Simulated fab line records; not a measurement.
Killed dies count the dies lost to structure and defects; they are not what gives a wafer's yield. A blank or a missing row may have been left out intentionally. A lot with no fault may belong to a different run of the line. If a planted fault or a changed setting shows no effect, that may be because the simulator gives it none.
Tool commonality check    flow nandHarc    1 lot, 3 wafers sampled

== REASON FOR OPENING ==
At NHARC_END_SORT_01 the reading killedAtPeriphery is flagged on 1 of 1 lot. No-fault wafers: 3.7, standard deviation 2.3.
Rule: a lot is flagged in two cases, either no wafer of it has a number, or all its wafers with numbers fall more than 4 standard deviations from that mean. The other lots count as sound.

lot   measured      on         killedAtPeriphery, wafer by wafer  flag
L609  day 27 08:58  prober-01  602 597 613                        FLAGGED
The numbers of the flagged lots are 604.0 on average: +600.3 against the usual, or +99 or more standard deviations.

== TOOL THAT RAN EACH LOT ==
3 process steps preceding the reading are held in the record, out of 1302 steps in the route. Cell contents, in order: the tool; ch with the chambers the sampled wafers went through; the start.
lot   flag     NHARC_P_ZERO_WELL_EXPOSE_21      NHARC_P_STI_CMP_21  NHARC_P_GATE_DESCUM_31
L609  FLAGGED  krfScanner-02 ch 0, day 4 20:18  no row              no row
What is done by these steps:
- NHARC_P_ZERO_WELL_EXPOSE_21: exposes mask P NWELL, target cd 720 nm.
- NHARC_P_STI_CMP_21: polishes, t overpolish 20 s, target thk 380.67 nm.
- NHARC_P_GATE_DESCUM_31: chemistry O2, time 3 s.
- NHARC_END_SORT_01

== FLAGGED OVER TOTAL, TOOL BY TOOL (the gauges that took the reading come last) ==
step                         tool           lots run  flagged  share of the flagged lots  sound lots run after its first flagged lot
NHARC_P_ZERO_WELL_EXPOSE_21  krfScanner-02  1         1        all                        0
NHARC_END_SORT_01            prober-01      1         1        all                        0

== WHAT THE TABLE PERMITS ==
Rows of the table that ran all the flagged lots, 2 in number: krfScanner-02 at NHARC_P_ZERO_WELL_EXPOSE_21; prober-01 at NHARC_END_SORT_01.
- krfScanner-02 at NHARC_P_ZERO_WELL_EXPOSE_21: 1 of its 1 lot flagged. Because this sample shows no sound lot run on it before its first flagged lot, the start cannot be pinned down more closely.
- prober-01 at NHARC_END_SORT_01: 1 of its 1 lot flagged. Because this sample shows no sound lot run on it before its first flagged lot, the start cannot be pinned down more closely.
A lot count leaves these 2 tools indistinguishable: every one of them fits a fault beginning at some hour. More lots, or a look at what each step does to the wafer, might.

== WHAT THE SIMULATOR HAD PUT IN ==
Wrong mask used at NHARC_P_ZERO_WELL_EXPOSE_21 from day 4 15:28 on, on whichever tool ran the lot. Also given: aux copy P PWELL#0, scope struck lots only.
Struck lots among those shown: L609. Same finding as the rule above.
